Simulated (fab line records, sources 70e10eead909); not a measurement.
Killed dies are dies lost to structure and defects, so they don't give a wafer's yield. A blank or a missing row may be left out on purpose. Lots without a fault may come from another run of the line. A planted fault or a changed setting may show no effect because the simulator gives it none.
A struck lot beside a sound one | flow nand_harc | 17 steps out of a route of 1302
Sound: wafers L767.2, L767.3, L767.6. Struck: wafers L772.3, L772.4, L772.6. The cause comes at the end.
At each step with rows: each side's tool, then ch and its chambers, then its first start. Under that, the readings that differ: sound wafers | struck wafers | difference of the means | sigmas: that difference in standard deviations of wafers without a fault.
alike: readings whose means differ by less than 2 such deviations, and words and numbers that are the same on both sides. not compared: withheld readings, readings that some wafer has no value for, bounds like >300 that may hide the same value, and numbers for which the record gives no deviation and whose values overlap.
The two part at a step that has a row with sigmas, a row that says differs or no value, or rows on one side only. Numbers that don't overlap but have no deviation are shown without sigmas and don't part them. A reading that every wafer of one side lacks parts them only if that side has two wafers or more.

NHARC_P_ZERO_WELL_CD_MEAS_24: target cd 720 nm.
  sound on cd_sem-02 ch 0, day 3 14:35; struck on cd_sem-02 ch 0, day 5 16:21
  alike: cd_nm
then, 1 step without rows for these wafers: NHARC_P_ZERO_WELL_HARDBAKE_25 (time 80 s).
NHARC_P_ZERO_WELL_DESCUM_26: chemistry O2, time 3 s.
  sound on rie_diel-02 ch 1,2,3, day 3 14:46; struck on rie_diel-02 ch 0,1,3, day 5 16:41
  alike: drypump_motor_current_A, oes_product_au, rf_vpp_V, showerhead_plenum_p_Torr, throttle_valve_pct
  not compared: rf_hours_counter_h
then, 9 steps without rows for these wafers: NHARC_P_ZERO_WELL_IMPLANT_27; NHARC_P_ZERO_WELL_IMPLANT_57; NHARC_P_ZERO_WELL_IMPLANT_58; NHARC_P_ZERO_WELL_STRIP_28 (strips in SPM, time 840 s); NHARC_P_ZERO_WELL_DEHYDRATE_29 (time 120 s); NHARC_P_ZERO_WELL_HMDS_30 (time 30 s); NHARC_P_ZERO_WELL_COAT_31; NHARC_P_ZERO_WELL_SOFTBAKE_32 (time 95 s); NHARC_P_ZERO_WELL_EBR_33.
NHARC_P_ZERO_WELL_EXPOSE_34: exposes mask P PWELL, target cd 720 nm.
  sound on krf_scanner-04 ch 0, day 3 15:58; struck on krf_scanner-02 ch 0, day 5 18:01
  reading | sound                         | struck                                 | difference | sigmas
  mask    | P_PWELL#0 P_PWELL#0 P_PWELL#0 | P_PWELL_R1#0 P_PWELL_R1#0 P_PWELL_R1#0 | differs    |
  alike: focus_offset_nm
then, 2 steps without rows for these wafers: NHARC_P_ZERO_WELL_PEB_35 (peb time 85 s); NHARC_P_ZERO_WELL_DEVELOP_36 (time 70 s).
NHARC_P_ZERO_WELL_CD_MEAS_37: target cd 720 nm.
  sound on cd_sem-03 ch 0, day 3 16:07; struck on cd_sem-01 ch 0, day 5 18:10
  reading    | sound             | struck            | difference | sigmas
  cd_nm (nm) | 721.3 721.9 720.7 | 710.2 713.3 710.2 | -10.1      | -5
then, 1 step without rows for these wafers: NHARC_P_ZERO_WELL_HARDBAKE_38 (time 80 s).

WHERE THEY PART
First at NHARC_P_ZERO_WELL_EXPOSE_34; last, within this record, at NHARC_P_ZERO_WELL_CD_MEAS_37.

WHY: what the simulator had put in
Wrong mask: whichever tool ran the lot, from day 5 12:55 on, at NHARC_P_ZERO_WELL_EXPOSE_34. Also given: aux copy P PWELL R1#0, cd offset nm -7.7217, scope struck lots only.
